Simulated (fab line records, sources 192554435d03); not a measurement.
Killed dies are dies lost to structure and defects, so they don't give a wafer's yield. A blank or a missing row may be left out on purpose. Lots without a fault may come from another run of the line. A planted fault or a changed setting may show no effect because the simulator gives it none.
Chamber matching | flow n5_finfet | N5_SD_EPI_N_LINER_46 on ald_sin-02: 4 sister chambers
The step material SiNx, target thk 3 nm. 8 wafers are shown with their chamber, then 12 later ones without.

WAFERS WITH THEIR CHAMBER
wafer  | chamber | heater_power_w (W)
L077.2 | 2       | 895
L089.1 | 3       | 844
L089.2 | 2       | 910
L089.5 | 1       | 843
L089.6 | 0       | 839
L090.2 | 1       | 840
L090.3 | 0       | 844
L090.5 | 3       | 861

WAFERS WITHOUT THEIR CHAMBER
wafer  | heater_power_w (W)
L092.1 | 853
L092.2 | 855
L092.3 | 823
L092.4 | 892
L092.5 | 874
L092.6 | 874
L096.1 | 835
L096.2 | 874
L096.4 | 845
L097.2 | 838
L097.4 | 922
L097.5 | 928

WHICH CHAMBER EACH WENT THROUGH
wafer  | from the rows above               | in truth
L092.1 | can't be placed: 3 or 0 or 1      | 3
L092.2 | can't be placed: 3 or 0 or 1      | 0
L092.3 | can't be placed: 0 or 1 or 3      | 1
L092.4 | 2                                 | 2
L092.5 | can't be placed: 3 or 2 or 0 or 1 | 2
L092.6 | can't be placed: 3 or 2 or 0 or 1 | 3
L096.1 | can't be placed: 0 or 1 or 3      | 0
L096.2 | can't be placed: 3 or 2 or 0 or 1 | 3
L096.4 | can't be placed: 0 or 1 or 3      | 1
L097.2 | can't be placed: 0 or 1 or 3      | 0
L097.4 | 2                                 | 2
L097.5 | 2                                 | 2
Placed correctly: 3 of 12. Can't be placed from these rows: 9 (the true chamber is among the candidates in 9). Placed wrongly: 0.
How it was worked out, from the rows above alone: a wafer's distance from a chamber is the root of the sum, over the readings, of the square of ((its reading less the chamber's mean) divided by the reading's scatter). The wafer belongs to the nearest chamber; if the next one is less than 2 further off, it can't be placed. A chamber's mean is the mean of its shown wafers. The scatter: the root of (the sum of the squares of (reading less its chamber's mean) over the shown wafers, divided by (wafers less chambers)).
